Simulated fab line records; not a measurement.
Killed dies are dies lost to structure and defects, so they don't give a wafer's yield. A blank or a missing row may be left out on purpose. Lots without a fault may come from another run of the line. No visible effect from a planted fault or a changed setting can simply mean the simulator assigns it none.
Comparing a struck lot with a sound one | flow nand_harc | 41 out of 1159 route steps
Sound: the wafers L515.2, L515.4, L515.5. Wafers struck: L525.1, L525.2, L525.5. The cause is named last.
Order at every step that has rows: each side's tool, ch and its chambers, its first start. Under that, the readings that differ: sound wafers | struck wafers | difference of the means | sigmas: that difference in standard deviations of wafers without a fault.
alike: readings with means less than 2 such deviations apart, plus words and numbers identical on both sides. not compared: withheld readings, readings lacking a value on some wafer, bounds such as >300 that could conceal the same value, and numbers that have no deviation in the record and whose values overlap.
A row with sigmas, a row that says differs or no value, or rows on one side alone: a step with any of these is where the two part. When numbers do not overlap yet have no deviation, they are printed without sigmas and do not part them. A reading missing from all wafers of one side parts the sides only when that side holds two or more wafers.

first, 6 steps without rows for these wafers: NHARC_P_GATE_COAT_85; NHARC_P_GATE_SOFTBAKE_86 (time 95 s); NHARC_P_GATE_EBR_87; NHARC_P_GATE_EXPOSE_88 (exposes mask P HVN, target cd 2000 nm); NHARC_P_GATE_PEB_89 (peb time 85 s); NHARC_P_GATE_DEVELOP_90 (time 70 s).
NHARC_P_GATE_CD_MEAS_91 targets a cd of 2000 nm.
  sound on cd_sem-01 ch 0, day 5 01:04; struck on cd_sem-01 ch 0, day 7 20:46
  alike: cd_nm
then, 3 steps without rows for these wafers: NHARC_P_GATE_HARDBAKE_92 (time 80 s); NHARC_P_GATE_DESCUM_93 (chemistry O2, time 3 s); NHARC_P_GATE_IMPLANT_94.
NHARC_P_GATE_STRIP_113: strips in N2/H2, time 740 s.
  sound on plasma_asher-02 ch 1, day 5 01:35; struck on plasma_asher-01 ch 0,1, day 7 21:18
  reading            | sound    | struck   | difference | sigmas
  heater_power_w (W) | 78 75 74 | 95 82 96 | +15        | +2
  alike: drypump_motor_current_A, rf_refl_power_W
  not compared: rf_hours_counter_h
NHARC_P_GATE_STRIP_95: strips in O2.
  sound on plasma_asher-02 ch 1, day 5 02:19; struck on plasma_asher-01 ch 0,1, day 7 22:01
  alike: drypump_motor_current_A, heater_power_w, rf_refl_power_W
  not compared: rf_hours_counter_h
NHARC_P_GATE_STRIP_96: strips in SPM, time 900 s.
  sound on wet_bench-04 ch 2,5,6, day 5 02:31; struck on wet_bench-01 ch 1,2,3, day 7 22:14
  alike: bath_guard_temp_C
NHARC_P_GATE_RTA_64: time 1 s.
  sound on rtp_anneal-01 ch 0, day 5 02:54; struck on rtp_anneal-01 ch 0, day 7 22:35
  alike: lamp_power_pct, wafer_temp_C_max
then, 8 steps without rows for these wafers: NHARC_P_GATE_ETCH_77 (etches SiO2 in dHF, target depth 6 nm); NHARC_P_GATE_DEGAS_109 (time 60 s); NHARC_P_GATE_PRE_CLEAN_110 (time 30 s); NHARC_P_GATE_SPUTTER_78 (material Ni, target thk 10 nm); NHARC_P_GATE_SPUTTER_79 (material TiN, target thk 10 nm); NHARC_P_GATE_RTA_80 (time 30 s); NHARC_P_GATE_STRIP_67 (strips in SPM, time 600 s); NHARC_P_GATE_RTA_82 (time 30 s).
NHARC_P_GATE_INSPECT_68:
  sound on defect_inspect-01, day 5 04:10; struck on defect_inspect-02, day 7 23:50
  reading          | sound       | struck      | difference | sigmas
  raw_defect_count | 192 210 132 | 403 384 307 | +187       | +2
NHARC_P_CONTACT_DEP_30: deposits SiNx, target thk 30 nm.
  sound on pecvd-01 ch 1,2, day 5 04:18; struck on pecvd-04 ch 0,1, day 7 23:57
  alike: heater_power_w
then, 13 steps without rows for these wafers: NHARC_P_CONTACT_DEP_00 (deposits SiO2, target thk 500 nm); NHARC_P_CONTACT_CMP_01 (polishes SiO2, target thk 200 nm); NHARC_P_CONTACT_SRD_03; NHARC_P_CONTACT_DEHYDRATE_04 (time 120 s); NHARC_P_CONTACT_HMDS_05 (time 30 s); NHARC_P_CONTACT_COAT_33 (time 75 s); NHARC_P_CONTACT_COAT_34 (time 65 s); NHARC_P_CONTACT_COAT_06 (resist thk 90 nm); NHARC_P_CONTACT_SOFTBAKE_07 (time 55 s); NHARC_P_CONTACT_EBR_08; NHARC_P_CONTACT_EXPOSE_09 (exposes mask P CA, target cd 90 nm); NHARC_P_CONTACT_PEB_10 (peb time 65 s); NHARC_P_CONTACT_DEVELOP_11 (develop time 35 s).
NHARC_P_CONTACT_CD_MEAS_12 targets a cd of 90 nm.
  sound on cd_sem-03 ch 0, day 5 05:46; struck on cd_sem-03 ch 0, day 8 01:20
  alike: cd_nm
NHARC_P_CONTACT_OVL_MEAS_13:
  sound on overlay-01, day 5 05:52; struck on overlay-01, day 8 01:25
  reading           | sound       | struck         | difference | sigmas
  overlay_y_nm (nm) | 1.1 1.7 1.6 | -1.0 -1.2 -0.9 | -2.5       | -2
  alike: overlay_x_nm
NHARC_P_CONTACT_DESCUM_17: chemistry O2, time 3 s.
  sound on rie_diel-01 ch 1,2, day 5 05:59; struck on rie_diel-08 ch 1,2,3, day 8 01:31
  alike: drypump_motor_current_A, oes_product_au, rf_vpp_V, showerhead_plenum_p_Torr, throttle_valve_pct
  not compared: rf_hours_counter_h
-- break in the record here, with 14 days between the starts of the struck wafers on either side (left off in module P_CONTACT, picked up again in module END, where the first step shown is number 1159 on the route) --
NHARC_END_SORT_01:
  sound on prober-01 ch 0, day 19 19:22; struck on prober-01 ch 0, day 21 22:32
  reading             | sound    | struck   | difference | sigmas
  killed_at_periphery | 6 2 3    | 70 64 43 | +55        | +28
  killed_dies         | 27 27 31 | 96 97 73 | +60        | +5
  alike: killed_at_array, killed_at_other, killed_open, killed_short

WHERE THEY PART
Earliest at NHARC_P_GATE_STRIP_113; latest, in this record, at NHARC_END_SORT_01.

WHY: what had been put in by the simulator
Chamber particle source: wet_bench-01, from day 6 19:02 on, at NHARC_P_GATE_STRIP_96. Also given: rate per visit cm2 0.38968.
